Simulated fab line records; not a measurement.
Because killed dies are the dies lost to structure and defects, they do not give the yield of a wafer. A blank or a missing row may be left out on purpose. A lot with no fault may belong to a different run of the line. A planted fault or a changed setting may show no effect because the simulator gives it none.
The tool behind it: which one? || flow n5Finfet || 9 lots with 27 wafers sampled at 5 steps, on a route of 1938 steps

== WHAT EACH GAUGE READ, for each wafer ==
N5_BEOL_M4_OCD_MEAS_38.
{"lot": "L113", "measured": "day 8 13:56", "on": "ocd-02", "trenchDepthNm (nm)": "55.7 55.3 53.9"}
{"lot": "L115", "measured": "day 9 10:52", "on": "ocd-02", "trenchDepthNm (nm)": "56.6 55.2 52.5"}
{"lot": "L116", "measured": "day 9 21:10", "on": "ocd-01", "trenchDepthNm (nm)": "54.6 53.1 54.1"}
{"lot": "L120", "measured": "day 10 22:23", "on": "ocd-01", "trenchDepthNm (nm)": "57.0 55.6 55.6"}
{"lot": "L121", "measured": "day 11 01:47", "on": "ocd-01", "trenchDepthNm (nm)": "54.3 52.5 55.6"}
{"lot": "L125", "measured": "day 12 01:14", "on": "ocd-02", "trenchDepthNm (nm)": "54.3 57.3 56.6"}
{"lot": "L126", "measured": "day 12 05:59", "on": "ocd-02", "trenchDepthNm (nm)": "57.0 53.4 55.5"}
{"lot": "L128", "measured": "day 12 15:23", "on": "ocd-01", "trenchDepthNm (nm)": "54.6 56.0 55.6"}
{"lot": "L130", "measured": "day 13 06:13", "on": "ocd-02", "trenchDepthNm (nm)": "56.0 55.5 52.8"}

N5_BEOL_M4_RC_MEAS_101.
{"lot": "L113", "measured": "day 8 19:20", "on": "prober-01", "DIBL_N (mV/V)": "39.6 32.6 40.8", "DIBL_P (mV/V)": "39.0 29.5 38.8", "IOFF_N (nA/um)": "0.24 0.10 0.28", "IOFF_P (nA/um)": "0.26 0.13 0.26", "ION_N (uA/um)": "707 654 684", "ION_P (uA/um)": "475 447 460", "SS_N (mV/dec)": "71.7 69.6 72.6", "SS_P (mV/dec)": "74.3 71.7 74.4", "VT_N (mV)": "241 256 243", "VT_P (mV)": "-249 -256 -248"}
{"lot": "L115", "measured": "day 9 14:58", "on": "prober-02", "DIBL_N (mV/V)": "35.2 32.0 32.7", "DIBL_P (mV/V)": "34.8 32.5 32.3", "IOFF_N (nA/um)": "0.16 0.12 0.12", "IOFF_P (nA/um)": "0.17 0.14 0.14", "ION_N (uA/um)": "677 660 658", "ION_P (uA/um)": "453 452 449", "SS_N (mV/dec)": "71.7 70.7 70.5", "SS_P (mV/dec)": "72.9 72.5 72.9", "VT_N (mV)": "250 252 254", "VT_P (mV)": "-256 -254 -257"}
{"lot": "L116", "measured": "day 10 01:07", "on": "prober-01", "DIBL_N (mV/V)": "37.0 36.8 38.2", "DIBL_P (mV/V)": "35.8 35.4 36.5", "IOFF_N (nA/um)": "0.16 0.15 0.17", "IOFF_P (nA/um)": "0.21 0.19 0.21", "ION_N (uA/um)": "681 667 674", "ION_P (uA/um)": "465 454 457", "SS_N (mV/dec)": "71.8 71.2 72.0", "SS_P (mV/dec)": "74.2 73.2 73.9", "VT_N (mV)": "251 251 247", "VT_P (mV)": "-250 -254 -252"}
{"lot": "L120", "measured": "day 11 02:31", "on": "prober-01", "DIBL_N (mV/V)": "37.4 31.7 41.4", "DIBL_P (mV/V)": "36.6 30.3 41.5", "IOFF_N (nA/um)": "0.15 0.09 0.27", "IOFF_P (nA/um)": "0.22 0.13 0.27", "ION_N (uA/um)": "652 658 695", "ION_P (uA/um)": "455 451 458", "SS_N (mV/dec)": "71.4 70.4 72.6", "SS_P (mV/dec)": "73.4 72.4 74.5", "VT_N (mV)": "252 256 242", "VT_P (mV)": "-252 -260 -251"}
{"lot": "L121", "measured": "day 11 07:16", "on": "prober-02", "DIBL_N (mV/V)": "39.5 32.7 34.8", "DIBL_P (mV/V)": "42.5 34.3 35.9", "IOFF_N (nA/um)": "0.25 0.12 0.14", "IOFF_P (nA/um)": "0.28 0.16 0.18", "ION_N (uA/um)": "685 655 656", "ION_P (uA/um)": "468 451 448", "SS_N (mV/dec)": "71.5 70.2 70.5", "SS_P (mV/dec)": "74.9 72.8 73.0", "VT_N (mV)": "242 251 251", "VT_P (mV)": "-246 -254 -255"}
{"lot": "L125", "measured": "day 12 05:04", "on": "prober-02", "DIBL_N (mV/V)": "35.8 39.0 38.1", "DIBL_P (mV/V)": "35.2 39.9 39.4", "IOFF_N (nA/um)": "0.14 0.22 0.18", "IOFF_P (nA/um)": "0.19 0.28 0.26", "ION_N (uA/um)": "685 693 692", "ION_P (uA/um)": "470 469 475", "SS_N (mV/dec)": "70.5 71.2 71.8", "SS_P (mV/dec)": "73.0 74.4 74.3", "VT_N (mV)": "248 244 247", "VT_P (mV)": "-250 -247 -248"}
{"lot": "L126", "measured": "day 12 10:28", "on": "prober-02", "DIBL_N (mV/V)": "39.7 38.5 34.5", "DIBL_P (mV/V)": "41.2 39.9 35.4", "IOFF_N (nA/um)": "0.27 0.25 0.15", "IOFF_P (nA/um)": "0.32 0.29 0.23", "ION_N (uA/um)": "703 690 681", "ION_P (uA/um)": "470 471 467", "SS_N (mV/dec)": "73.1 72.2 71.6", "SS_P (mV/dec)": "74.6 75.1 73.0", "VT_N (mV)": "241 244 248", "VT_P (mV)": "-245 -245 -249"}
{"lot": "L128", "measured": "day 12 19:54", "on": "prober-01", "DIBL_N (mV/V)": "34.3 35.8 37.4", "DIBL_P (mV/V)": "34.8 37.5 40.5", "IOFF_N (nA/um)": "0.13 0.15 0.21", "IOFF_P (nA/um)": "0.19 0.22 0.29", "ION_N (uA/um)": "667 654 692", "ION_P (uA/um)": "460 457 473", "SS_N (mV/dec)": "71.5 71.7 72.7", "SS_P (mV/dec)": "73.0 73.7 74.5", "VT_N (mV)": "253 251 243", "VT_P (mV)": "-252 -249 -244"}
{"lot": "L130", "measured": "day 13 12:14", "on": "prober-02", "DIBL_N (mV/V)": "35.0 34.7 32.9", "DIBL_P (mV/V)": "35.1 34.8 32.7", "IOFF_N (nA/um)": "0.13 0.15 0.10", "IOFF_P (nA/um)": "0.19 0.19 0.16", "ION_N (uA/um)": "655 681 656", "ION_P (uA/um)": "452 468 455", "SS_N (mV/dec)": "71.1 71.2 71.0", "SS_P (mV/dec)": "72.8 73.5 72.0", "VT_N (mV)": "255 251 259", "VT_P (mV)": "-252 -250 -254"}

== WHICH TOOL RAN EACH LOT (tool, then ch and the chambers of the sampled wafers, then the start) ==
{"lot": "L113", "N5_BEOL_M4_ETCH_77": "rieDiel-02 ch 0,1,3, day 8 12:01", "N5_BEOL_M4_TRENCH_ETCH_37": "rieDiel-03 ch 0,2, day 8 13:47", "N5_BEOL_M4_STRIP_97": "rieDiel-03 ch 0,2, day 8 13:56 or earlier"}
{"lot": "L115", "N5_BEOL_M4_ETCH_77": "rieDiel-02 ch 1,2,3, day 9 09:26", "N5_BEOL_M4_TRENCH_ETCH_37": "rieDiel-02 ch 0,2,3, day 9 10:43", "N5_BEOL_M4_STRIP_97": "rieDiel-02 ch 0,2,3, day 9 10:52 or earlier"}
{"lot": "L116", "N5_BEOL_M4_ETCH_77": "rieDiel-06 ch 0,1,2, day 9 20:01", "N5_BEOL_M4_TRENCH_ETCH_37": "rieDiel-03 ch 2,3, day 9 21:01", "N5_BEOL_M4_STRIP_97": "rieDiel-03 ch 2,3, day 9 21:10 or earlier"}
{"lot": "L120", "N5_BEOL_M4_ETCH_77": "rieDiel-03 ch 1,3, day 10 13:19", "N5_BEOL_M4_TRENCH_ETCH_37": "rieDiel-02 ch 1,2,3, day 10 22:14", "N5_BEOL_M4_STRIP_97": "rieDiel-02 ch 1,2,3, day 10 22:23 or earlier"}
{"lot": "L121", "N5_BEOL_M4_ETCH_77": "rieDiel-03 ch 1,3, day 10 14:59", "N5_BEOL_M4_TRENCH_ETCH_37": "rieDiel-02 ch 0,1,2, day 11 01:38", "N5_BEOL_M4_STRIP_97": "rieDiel-02 ch 0,1,2, day 11 01:47 or earlier"}
{"lot": "L125", "N5_BEOL_M4_ETCH_77": "rieDiel-02 ch 0,1, day 11 23:57", "N5_BEOL_M4_TRENCH_ETCH_37": "rieDiel-02 ch 1,3, day 12 01:04", "N5_BEOL_M4_STRIP_97": "rieDiel-02 ch 1,3, day 12 01:14 or earlier"}
{"lot": "L126", "N5_BEOL_M4_ETCH_77": "rieDiel-02 ch 0,1,3, day 12 02:37", "N5_BEOL_M4_TRENCH_ETCH_37": "rieDiel-06 ch 0,2,3, day 12 05:50", "N5_BEOL_M4_STRIP_97": "rieDiel-06 ch 0,2,3, day 12 05:59 or earlier"}
{"lot": "L128", "N5_BEOL_M4_ETCH_77": "rieDiel-03 ch 0,1,3, day 12 14:32", "N5_BEOL_M4_TRENCH_ETCH_37": "rieDiel-06 ch 1,3, day 12 15:14", "N5_BEOL_M4_STRIP_97": "rieDiel-06 ch 1,3, day 12 15:23 or earlier"}
{"lot": "L130", "N5_BEOL_M4_ETCH_77": "rieDiel-02 ch 1,3, day 13 00:50", "N5_BEOL_M4_TRENCH_ETCH_37": "rieDiel-06 ch 0,1,2, day 13 06:04", "N5_BEOL_M4_STRIP_97": "rieDiel-06 ch 0,1,2, day 13 06:13 or earlier"}
- N5_BEOL_M4_ETCH_77: etches underlayer in N2/H2, target depth 6.5 nm, time 5.2 s.
- N5_BEOL_M4_TRENCH_ETCH_37: etches SiOC in C4F6/O2, target depth 55.555 nm, time 29.2 s.
- N5_BEOL_M4_STRIP_97: strips in N2/H2, time 10 s.

== WHAT THE TOOLS THEMSELVES READ (means of the sampled wafers that have a number; where no wafer has one, the mark that the record gives instead) ==
N5_BEOL_M4_ETCH_77.
{"lot": "L113", "tool": "rieDiel-02", "biasW (W)": 149.9, "drypumpMotorCurrentA (A)": 5.56, "etchRfOnTimeS (s)": 5.28, "oesProductAu (a.u.)": 0.69, "rfVppV (V)": 519.5, "showerheadPlenumPTorr (Torr)": 2.47, "throttleValvePct (%)": 18.2}
{"lot": "L115", "tool": "rieDiel-02", "biasW (W)": 150.3, "drypumpMotorCurrentA (A)": 5.54, "etchRfOnTimeS (s)": 5.20, "oesProductAu (a.u.)": 0.67, "rfVppV (V)": 520.7, "showerheadPlenumPTorr (Torr)": 2.49, "throttleValvePct (%)": 18.2}
{"lot": "L116", "tool": "rieDiel-06", "biasW (W)": 150.1, "drypumpMotorCurrentA (A)": 5.66, "etchRfOnTimeS (s)": 5.15, "oesProductAu (a.u.)": 0.74, "rfVppV (V)": 524.4, "showerheadPlenumPTorr (Torr)": 2.55, "throttleValvePct (%)": 17.8}
{"lot": "L120", "tool": "rieDiel-03", "biasW (W)": 149.5, "drypumpMotorCurrentA (A)": 5.69, "etchRfOnTimeS (s)": 5.38, "oesProductAu (a.u.)": 0.63, "rfVppV (V)": 520.9, "showerheadPlenumPTorr (Torr)": 2.48, "throttleValvePct (%)": 17.7}
{"lot": "L121", "tool": "rieDiel-03", "biasW (W)": 150.8, "drypumpMotorCurrentA (A)": 5.71, "etchRfOnTimeS (s)": 5.41, "oesProductAu (a.u.)": 0.63, "rfVppV (V)": 523.4, "showerheadPlenumPTorr (Torr)": 2.48, "throttleValvePct (%)": 17.7}
{"lot": "L125", "tool": "rieDiel-02", "biasW (W)": 150.0, "drypumpMotorCurrentA (A)": 5.53, "etchRfOnTimeS (s)": 5.50, "oesProductAu (a.u.)": 0.59, "rfVppV (V)": 521.7, "showerheadPlenumPTorr (Torr)": 2.44, "throttleValvePct (%)": 18.4}
{"lot": "L126", "tool": "rieDiel-02", "biasW (W)": 150.3, "drypumpMotorCurrentA (A)": 5.57, "etchRfOnTimeS (s)": 5.29, "oesProductAu (a.u.)": 0.65, "rfVppV (V)": 521.5, "showerheadPlenumPTorr (Torr)": 2.46, "throttleValvePct (%)": 18.3}
{"lot": "L128", "tool": "rieDiel-03", "biasW (W)": 150.4, "drypumpMotorCurrentA (A)": 5.40, "etchRfOnTimeS (s)": 5.34, "oesProductAu (a.u.)": 0.67, "rfVppV (V)": 523.6, "showerheadPlenumPTorr (Torr)": 2.51, "throttleValvePct (%)": 17.6}
{"lot": "L130", "tool": "rieDiel-02", "biasW (W)": 149.9, "drypumpMotorCurrentA (A)": 5.56, "etchRfOnTimeS (s)": 5.18, "oesProductAu (a.u.)": 0.69, "rfVppV (V)": 521.6, "showerheadPlenumPTorr (Torr)": 2.48, "throttleValvePct (%)": 18.2}

N5_BEOL_M4_TRENCH_ETCH_37.
{"lot": "L113", "tool": "rieDiel-03", "C4F6_flow_sccm (sccm)": 9.998, "biasW (W)": 184.4, "drypumpMotorCurrentA (A)": 5.51, "oesProductAu (a.u.)": 0.82, "rfVppV (V)": 687, "showerheadPlenumPTorr (Torr)": 2.91, "throttleValvePct (%)": 20.73}
{"lot": "L115", "tool": "rieDiel-02", "C4F6_flow_sccm (sccm)": 10.013, "biasW (W)": 184.9, "drypumpMotorCurrentA (A)": 5.72, "oesProductAu (a.u.)": 0.78, "rfVppV (V)": 653, "showerheadPlenumPTorr (Torr)": 2.75, "throttleValvePct (%)": 20.89}
{"lot": "L116", "tool": "rieDiel-03", "C4F6_flow_sccm (sccm)": 10.006, "biasW (W)": 185.3, "drypumpMotorCurrentA (A)": 5.78, "oesProductAu (a.u.)": 0.81, "rfVppV (V)": 678, "showerheadPlenumPTorr (Torr)": 2.86, "throttleValvePct (%)": 20.70}
{"lot": "L120", "tool": "rieDiel-02", "C4F6_flow_sccm (sccm)": 10.016, "biasW (W)": 185.3, "drypumpMotorCurrentA (A)": 5.56, "oesProductAu (a.u.)": 0.78, "rfVppV (V)": 674, "showerheadPlenumPTorr (Torr)": 2.78, "throttleValvePct (%)": 21.10}
{"lot": "L121", "tool": "rieDiel-02", "C4F6_flow_sccm (sccm)": 9.987, "biasW (W)": 180.6, "drypumpMotorCurrentA (A)": 5.55, "oesProductAu (a.u.)": 0.71, "rfVppV (V)": 643, "showerheadPlenumPTorr (Torr)": 2.74, "throttleValvePct (%)": 21.17}
{"lot": "L125", "tool": "rieDiel-02", "C4F6_flow_sccm (sccm)": 10.000, "biasW (W)": 180.6, "drypumpMotorCurrentA (A)": 5.55, "oesProductAu (a.u.)": 0.83, "rfVppV (V)": 671, "showerheadPlenumPTorr (Torr)": 2.77, "throttleValvePct (%)": 21.05}
{"lot": "L126", "tool": "rieDiel-06", "C4F6_flow_sccm (sccm)": 9.994, "biasW (W)": 184.7, "drypumpMotorCurrentA (A)": 5.82, "oesProductAu (a.u.)": 0.78, "rfVppV (V)": 650, "showerheadPlenumPTorr (Torr)": 2.76, "throttleValvePct (%)": 20.80}
{"lot": "L128", "tool": "rieDiel-06", "C4F6_flow_sccm (sccm)": 10.010, "biasW (W)": 185.3, "drypumpMotorCurrentA (A)": 5.59, "oesProductAu (a.u.)": 0.79, "rfVppV (V)": 653, "showerheadPlenumPTorr (Torr)": 2.82, "throttleValvePct (%)": 20.88}
{"lot": "L130", "tool": "rieDiel-06", "C4F6_flow_sccm (sccm)": 9.992, "biasW (W)": 184.9, "drypumpMotorCurrentA (A)": 5.67, "oesProductAu (a.u.)": 0.82, "rfVppV (V)": 658, "showerheadPlenumPTorr (Torr)": 2.83, "throttleValvePct (%)": 20.74}

N5_BEOL_M4_STRIP_97.
{"lot": "L113", "tool": "rieDiel-03", "drypumpMotorCurrentA (A)": 5.51, "oesProductAu (a.u.)": 0.83, "rfVppV (V)": 58.3, "showerheadPlenumPTorr (Torr)": 2.58, "throttleValvePct (%)": 23.3}
{"lot": "L115", "tool": "rieDiel-02", "drypumpMotorCurrentA (A)": 5.73, "oesProductAu (a.u.)": 0.78, "rfVppV (V)": 58.2, "showerheadPlenumPTorr (Torr)": 2.48, "throttleValvePct (%)": 24.2}
{"lot": "L116", "tool": "rieDiel-03", "drypumpMotorCurrentA (A)": 5.80, "oesProductAu (a.u.)": 0.84, "rfVppV (V)": 59.4, "showerheadPlenumPTorr (Torr)": 2.54, "throttleValvePct (%)": 23.4}
{"lot": "L120", "tool": "rieDiel-02", "drypumpMotorCurrentA (A)": 5.55, "oesProductAu (a.u.)": 0.77, "rfVppV (V)": 59.9, "showerheadPlenumPTorr (Torr)": 2.48, "throttleValvePct (%)": 24.2}
{"lot": "L121", "tool": "rieDiel-02", "drypumpMotorCurrentA (A)": 5.54, "oesProductAu (a.u.)": 0.70, "rfVppV (V)": 59.1, "showerheadPlenumPTorr (Torr)": 2.46, "throttleValvePct (%)": 24.3}
{"lot": "L125", "tool": "rieDiel-02", "drypumpMotorCurrentA (A)": 5.59, "oesProductAu (a.u.)": 0.83, "rfVppV (V)": 58.5, "showerheadPlenumPTorr (Torr)": 2.48, "throttleValvePct (%)": 24.1}
{"lot": "L126", "tool": "rieDiel-06", "drypumpMotorCurrentA (A)": 5.84, "oesProductAu (a.u.)": 0.77, "rfVppV (V)": 59.9, "showerheadPlenumPTorr (Torr)": 2.47, "throttleValvePct (%)": 23.7}
{"lot": "L128", "tool": "rieDiel-06", "drypumpMotorCurrentA (A)": 5.58, "oesProductAu (a.u.)": 0.78, "rfVppV (V)": 60.1, "showerheadPlenumPTorr (Torr)": 2.52, "throttleValvePct (%)": 23.5}
{"lot": "L130", "tool": "rieDiel-06", "drypumpMotorCurrentA (A)": 5.68, "oesProductAu (a.u.)": 0.81, "rfVppV (V)": 59.1, "showerheadPlenumPTorr (Torr)": 2.53, "throttleValvePct (%)": 23.7}

== THE ANSWER, worked out from the rows above alone ==
Rule: what is usual is taken from the lots themselves. Put in order of their means at a reading, lots are off if they are a third of the lots or fewer, leave a main group of 4 or more, and stand apart from it by a gap of 3 or more times the standard deviation of the main group's means; of several such gaps the widest counts. If all means in a main group match to the digits the tables above print for the reading, that group is not used. Also off: a lot with no number at a reading for which 4 or more lots have one. The other lots that the step has rows for count as sound. After the gauges, taken in route order, come the tools' own readings; for these a lot's mean is taken, as printed above. At the first step where some lot is off, the reading lying furthest off is the one used; lots without a number count as furthest.
Off, at N5_BEOL_M4_TRENCH_ETCH_37 on biasW: L121, L125. The main group: mean 185.0 W, standard deviation 0.32.
If a tool, at that step or one of the process steps before it, ran each lot that is off and ran no sound lot following the first of them, it fits. One candidate fits, namely rieDiel-02 at N5_BEOL_M4_TRENCH_ETCH_37. Its last sound lot is L120 (day 10 22:14), its first lot that is off L121 (day 11 01:38): a fault that began between those two fits.
The tool's own readings at N5_BEOL_M4_TRENCH_ETCH_37 bear it out: on the lots that are off they differ by more than 5 times the standard deviation of the sound lots' means. biasW reads 180.6 W there against 185.0 W on the sound lots.

== WHAT WAS PUT IN BY THE SIMULATOR ==
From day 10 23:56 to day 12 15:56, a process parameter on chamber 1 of rieDiel-02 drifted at N5_BEOL_M4_TRENCH_ETCH_37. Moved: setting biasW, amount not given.
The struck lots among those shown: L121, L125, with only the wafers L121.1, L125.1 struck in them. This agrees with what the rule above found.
